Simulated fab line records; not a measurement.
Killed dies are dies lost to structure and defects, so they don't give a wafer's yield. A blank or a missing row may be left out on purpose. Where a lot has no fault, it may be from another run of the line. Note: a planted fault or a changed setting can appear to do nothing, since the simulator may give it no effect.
Struck lot and sound lot, side by side + flow n5-finfet + 43 steps out of a route of 1938
Sound: these wafers, L322.2, L322.5, L322.6. The struck wafers were L315.3, L315.4, L315.5. The cause is named last.
Per side, at each step with rows, come the tool, then ch with its chambers, and then its first start. Under that, the readings that differ: sound wafers + struck wafers + difference of the means + sigmas: that difference in standard deviations of wafers without a fault.
alike: readings whose means differ by less than 2 such deviations, and words and numbers that are the same on both sides. not compared: withheld readings, readings that some wafer has no value for, bounds like >300 that may hide the same value, and numbers for which the record gives no deviation and whose values overlap.
Wherever a step has rows on one side only, a row that says differs or no value, or a row with sigmas, the two part there. When numbers do not overlap yet have no deviation, they are printed without sigmas and do not part them. Lack of a reading on every wafer of one side parts them only where that side has two or more wafers.

first, 11 steps without rows for these wafers: N5_BEOL_M2_DESCUM_33 (chemistry O2, time 7 s); N5_BEOL_M2_ETCH_77 (etches underlayer in N2/H2, target depth 6.5 nm, time 5.2 s); N5_BEOL_M2_ETCH_69 (etches SiARC in CF4, target depth 15.6 nm, time 26 s); N5_BEOL_M2_ALD_98 (deposits SiO2, target thk 2.5 nm, pulse time 1 s, co reactant pulse time 1 s); N5_BEOL_M2_ETCHBACK_99 (etches SiO2 in CHF3, target depth 5 nm, time 10.4 s); N5_BEOL_M2_ETCH_70 (etches SOC in N2/H2, target depth 80 nm, overetch 24 nm, time 130 s); N5_BEOL_M2_STRIP_71 (strips in N2/H2); N5_BEOL_M2_STRIP_78 (strips in N2/H2); N5_BEOL_M2_VIA_ETCH_34 (etches the open film in C4F6/O2, target depth 69.4 nm, time 65.9 s); N5_BEOL_M2_STRIP_83 (strips in C4F6/O2); N5_BEOL_M2_STRIP_36 (strips in N2/H2).
N5_BEOL_M2_TRENCH_ETCH_37: etches SiOC in C4F6/O2, target depth 55.555 nm, time 29.2 s.
  sound on rie-diel-05 ch 0,3, day 10 04:34; struck on rie-diel-03 ch 0,2,3, day 8 20:08
| reading                             | sound             | struck            | difference | sigmas |
|-------------------------------------|-------------------|-------------------|------------|--------|
| rf-fwd-power-W (W)                  | 349.0 353.0 349.7 | 285.8 287.2 285.9 | -64.3      | -40    |
| rf-vpp-V (V)                        | 642 645 644       | 738 744 732       | +94        | +9     |
| model.BEOL_M2.feature-depth-nm (nm) | 55.2 54.8 55.2    | 50.8 53.4 51.2    | -3.3       |        |
| model.etch.depth-nm (nm)            | 55.17 54.79 55.25 | 50.85 53.33 51.26 | -3.26      |        |
  alike: drypump-motor-current-A, oes-product-au, showerhead-plenum-p-Torr, throttle-valve-pct
  not compared: rf-hours-counter-h
then, 2 steps without rows for these wafers: N5_BEOL_M2_ETCH_41 (etches SiCN in CH3F/O2, target depth 29.9 nm, time 52.5 s); N5_BEOL_M2_STRIP_97 (strips in N2/H2, time 10 s).
N5_BEOL_M2_OCD_MEAS_38:
  sound: ocd-02 at day 10 04:43; struck: ocd-01 at day 8 20:18
| reading              | sound          | struck         | difference | sigmas |
|----------------------|----------------|----------------|------------|--------|
| trench-depth-nm (nm) | 55.0 55.0 54.7 | 50.3 53.7 51.1 | -3.2       | -2     |
then, 25 steps without rows for these wafers: N5_BEOL_M2_HM_STRIP_39 (strips TiN in peroxide tin strip, target depth 25 nm, time 158 s); N5_BEOL_M2_SRD_40 (time 30 s); N5_BEOL_M2_PRECLEAN_42 (cleans in residue remover, time 60 s); N5_BEOL_M2_SRD_43 (time 30 s); N5_BEOL_M2_DEGAS_44 (time 60 s); N5_BEOL_M2_PRE_CLEAN_45 (time 30 s); N5_BEOL_M2_ALD_84 (deposits TaN, pulse time 2 s, purge time 3 s, co reactant purge time 2 s); N5_BEOL_M2_SURFACE_TREAT_85; N5_BEOL_M2_CVD_47 (deposits Co from CCTBA/H2, target thk 3 nm, time 223.8 s); N5_BEOL_M2_SPUTTER_48 (material Cu, target thk 4.5 nm, time 8.29 s); N5_BEOL_M2_ANNEAL_49 (time 240 s); N5_BEOL_M2_SPUTTER_79 (material Cu, target thk 4.5 nm, time 8.29 s); N5_BEOL_M2_ANNEAL_80 (time 240 s); N5_BEOL_M2_SPUTTER_81 (material Cu, target thk 4.5 nm, time 8.29 s); N5_BEOL_M2_ANNEAL_82 (time 240 s); N5_BEOL_M2_SPUTTER_86 (material Cu, target thk 4.5 nm, time 8.29 s); N5_BEOL_M2_ANNEAL_87 (time 240 s); N5_BEOL_M2_SPUTTER_88 (material Cu, target thk 4.5 nm, time 8.29 s); N5_BEOL_M2_ANNEAL_89 (time 240 s); N5_BEOL_M2_SPUTTER_90 (material Cu, target thk 4.5 nm, time 8.29 s); N5_BEOL_M2_ANNEAL_91 (time 240 s); N5_BEOL_M2_SPUTTER_92 (material Cu, target thk 4.5 nm, time 8.29 s); N5_BEOL_M2_ANNEAL_93 (time 240 s); N5_BEOL_M2_SPUTTER_94 (material Cu, target thk 4.5 nm, time 8.29 s); N5_BEOL_M2_ANNEAL_95 (time 240 s).
N5_BEOL_M2_CMP_52: polishes, stops on SiOC, t overpolish 6.8 s, target thk 40 nm.
  sound on cmp-01 ch 0,1,3, day 10 08:59; struck on cmp-04 ch 2,3, day 8 23:49
  alike: barrier-field-endpoint-s, motor-current-A, overpolish-run-s, time-to-endpoint-s
  not compared: model.Cu_of_BEOL_M2_ECD_50.thk-nm
N5_BEOL_M4_RC_MEAS_101:
  sound on prober-02 ch 0, day 11 08:01; struck on prober-02 ch 0, day 9 20:22
  alike: DIBL_N, DIBL_P, IOFF_N, IOFF_P, ION_N, ION_P, SS_N, SS_P, VT_N, VT_P
N5_PASSIVATION_PROBE_49:
  the record has rows for the sound wafers here (prober-01, day 15 22:53) and none for the struck ones

== WHERE THEY PART ==
At N5_BEOL_M2_TRENCH_ETCH_37 first; at N5_PASSIVATION_PROBE_49 last (within this record only).

WHY: the cause the simulator had injected
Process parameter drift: rie-diel-03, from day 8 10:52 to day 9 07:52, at N5_BEOL_M2_TRENCH_ETCH_37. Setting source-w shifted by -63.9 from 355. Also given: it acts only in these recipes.
